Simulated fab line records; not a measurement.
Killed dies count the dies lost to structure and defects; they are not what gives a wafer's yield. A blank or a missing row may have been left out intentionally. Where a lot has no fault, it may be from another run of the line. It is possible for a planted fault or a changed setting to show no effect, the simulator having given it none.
Struck lot and sound lot, side by side ; flow n5Finfet ; 39 out of 1938 route steps
Sound: these wafers, L961.1, L961.3, L961.4. Struck: wafers L947.2, L947.5. (L947.6 of the same lot was not struck and is left out.) The cause comes at the end.
At each step with rows: each side's tool, then ch and its chambers, then its first start. Under that, the readings that differ: sound wafers ; struck wafers ; difference of the means ; sigmas: that difference in standard deviations of wafers without a fault.
alike: readings with means less than 2 such deviations apart, plus words and numbers identical on both sides. not compared: withheld readings, readings lacking a value on some wafer, bounds such as >300 that could conceal the same value, and numbers that have no deviation in the record and whose values overlap.
A row with sigmas, a row that says differs or no value, or rows on one side alone: a step with any of these is where the two part. Numbers that don't overlap but have no deviation are shown without sigmas and don't part them. A reading missing from all wafers of one side parts the sides only when that side holds two or more wafers.

first, 12 steps without rows for these wafers: N5_MOL_CONTACT_COAG_PRECLEAN_111 (cleans in NF3:NH3, afs cycles 1, time 20 s, sublimation time 60 s); N5_MOL_CONTACT_COAG_TI_SIL_19 (material Ti, target thk 4.2 nm, time 15 s); N5_MOL_CONTACT_COAG_ALD_20 (deposits TiN, target thk 1.5 nm, pulse time 1 s, purge time 3 s); N5_MOL_CONTACT_COAG_SIL_ANNEAL_21 (time 60 s); N5_MOL_CONTACT_COAG_PRE_CLEAN_141 (time 60 s); N5_MOL_CONTACT_COAG_SPUTTER_143 (material Co, target thk 2.5 nm); N5_MOL_CONTACT_COAG_CO_FILL_22 (material Co, precursor CCTBA/H2, target thk 20 nm); N5_MOL_CONTACT_COAG_ANNEAL_113 (time 300 s); N5_MOL_CONTACT_COAG_PRE_CLEAN_142 (time 60 s); N5_MOL_CONTACT_COAG_SPUTTER_130 (material Co, target thk 47.5 nm); N5_MOL_CONTACT_COAG_PRECLEAN_125 (cleans in DIW, time 57.5 s); N5_MOL_CONTACT_COAG_SRD_126 (dry time 32 s).
N5_MOL_CONTACT_COAG_CMP_23: polishes, stops on SiO2, t overpolish 1.5 s, target thk 0 nm.
  sound on cmp-04 ch 0,1,3, day 10 11:08; struck on cmp-04 ch 2, day 7 02:38
reading;sound;struck;difference;sigmas
headPressurePsi (psi);2.002 1.994 1.994;2.229 2.235;+0.235;+51
  alike: motorCurrentA, overpolishRunS, timeToEndpointS
then, 23 steps without rows for these wafers: N5_MOL_CONTACT_COAG_WET_ETCH_26 (target Co, target depth 13 nm); N5_MOL_CONTACT_COAG_WET_ETCH_116 (etches the open film in SC1-inhibited, target depth 4.6 nm, rinse time 30 s); N5_MOL_CONTACT_COAG_ALD_27 (deposits SiOC, target thk 17 nm, pulse time 1.5 s, time 2720 s); N5_MOL_CONTACT_COAG_CMP_28 (polishes, stops on SiNx, t overpolish 0.85 s, target thk 14.522 nm); N5_MOL_CONTACT_COAG_ALD_123 (deposits SiNx, target thk 5 nm, pulse time 1 s, purge time 2 s); N5_MOL_CONTACT_COAG_PECVD_31 (deposits SiO2 from TEOS/O2, target thk 46 nm, time 8.9 s); N5_MOL_CONTACT_COAG_COAT_75 (time 60 s, resist thk 60 nm); N5_MOL_CONTACT_COAG_COAT_76 (time 60 s, resist thk 10 nm); N5_MOL_CONTACT_COAG_COAT_77 (time 60 s, resist thk 10 nm); N5_MOL_CONTACT_COAG_COAT_78 (resist thk 40 nm); N5_MOL_CONTACT_COAG_EBR_80; N5_MOL_CONTACT_COAG_SOFTBAKE_79 (time 60 s); N5_MOL_CONTACT_COAG_EXPOSE_81 (exposes mask VG, defocus 0 nm); N5_MOL_CONTACT_COAG_PEB_82 (peb time 60 s); N5_MOL_CONTACT_COAG_DEVELOP_83 (develop time 30 s); N5_MOL_CONTACT_COAG_DESCUM_88 (chemistry O2, time 7 s); N5_MOL_CONTACT_COAG_ETCH_89 (etches underlayer in N2/H2, target depth 13 nm, time 10.4 s); N5_MOL_CONTACT_COAG_ETCH_90 (etches SiARC in CF4, target depth 13 nm, time 21.7 s); N5_MOL_CONTACT_COAG_ALD_131 (deposits SiO2, target thk 5 nm, pulse time 1 s, co reactant pulse time 1 s); N5_MOL_CONTACT_COAG_ETCHBACK_132 (etches SiO2 in CHF3, target depth 10 nm, time 6.7 s); N5_MOL_CONTACT_COAG_ETCH_91 (etches SOC in N2/H2, target depth 60 nm, overetch 21 nm, time 101.2 s); N5_MOL_CONTACT_COAG_STRIP_92 (strips in N2/H2); N5_MOL_CONTACT_COAG_STRIP_93 (strips in N2/H2).
N5_MOL_CONTACT_COAG_ETCH_47: etches SiNx in CH3F/O2, stops on W, target depth 27 nm.
  sound on rieDiel-02 ch 0,1,3, day 10 15:49; struck on rieDiel-03 ch 0,2, day 7 07:47
reading;sound;struck;difference;sigmas
model.etch.depthNm (nm);18.07 17.91 17.98;17.75 17.77;-0.23;
  alike: O2_flow_sccm, chamberPressureMTorr, drypumpMotorCurrentA, etchRfOnTimeS, oesProductAu, rfVppV, showerheadPlenumPTorr, throttleValvePct
  not compared: rfHoursCounterH
-- record jumps: 5 days separate the struck wafers' starts on either side; left off in module MOL_CONTACT_COAG, taken up again in module BEOL_M4, whose first shown step is the route's number 1111 --
N5_BEOL_M4_RC_MEAS_101:
  sound on prober-01 ch 0, day 15 02:35; struck on prober-02 ch 0, day 11 23:04
  alike: DIBL_N, DIBL_P, IOFF_N, IOFF_P, ION_N, ION_P, SS_N, SS_P, VT_N, VT_P
N5_PASSIVATION_PROBE_49:
  the record has rows for the sound wafers here (prober-02, day 19 20:05) and none for the struck ones

## WHERE THEY PART
Earliest at N5_MOL_CONTACT_COAG_CMP_23; latest, in this record, at N5_PASSIVATION_PROBE_49.

WHY: whatever the simulator had introduced
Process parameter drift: cmp-04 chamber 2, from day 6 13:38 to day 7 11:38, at N5_MOL_CONTACT_COAG_CMP_23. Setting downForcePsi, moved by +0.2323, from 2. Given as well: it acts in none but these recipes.
